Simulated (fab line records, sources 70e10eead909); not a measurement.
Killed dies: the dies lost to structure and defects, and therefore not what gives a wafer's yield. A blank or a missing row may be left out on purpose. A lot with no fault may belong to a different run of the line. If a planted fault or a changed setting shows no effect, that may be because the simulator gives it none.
Chamber matching ; flow nand-harc ; NHARC_A_ZERO_WELL_DESCUM_12 on rie-diel-01: 4 sister chambers
The step chemistry O2, time 3 s. 8 wafers are shown with their chamber, then 6 later ones without.

WAFERS WITH THEIR CHAMBER
wafer;chamber;showerhead-plenum-p-Torr (Torr);drypump-motor-current-A (A)
L893.6;1;1.83;5.3
L903.1;0;1.87;5.6
L906.3;3;1.95;6.3
L906.4;2;1.80;5.6
L906.6;3;1.95;6.3
L907.1;2;1.80;5.6
L907.5;0;1.87;5.6
L907.6;1;1.82;5.4

WAFERS WHOSE CHAMBER IS MISSING
wafer;showerhead-plenum-p-Torr (Torr);drypump-motor-current-A (A)
L909.3;1.95;6.2
L909.5;1.87;5.6
L909.6;1.95;6.2
L910.1;1.87;5.6
L910.3;1.82;5.3
L910.4;1.80;5.6

THE CHAMBER EACH PASSED THROUGH
wafer;from the rows above;in truth
L909.3;3;3
L909.5;0;0
L909.6;3;3
L910.1;0;0
L910.3;1;1
L910.4;2;2
Placed correctly: 6 of 6. Can't be placed from these rows: 0. Number placed wrongly: 0.
How it was worked out, from the rows above alone: a wafer's distance from a chamber is the root of the sum, over the readings, of the square of ((its reading less the chamber's mean) divided by the reading's scatter). The wafer belongs to the nearest chamber; if the next one is less than 2 further off, it can't be placed. The mean given for a chamber averages the wafers shown for that chamber. The scatter: the root of (the sum of the squares of (reading less its chamber's mean) over the shown wafers, divided by (wafers less chambers)).
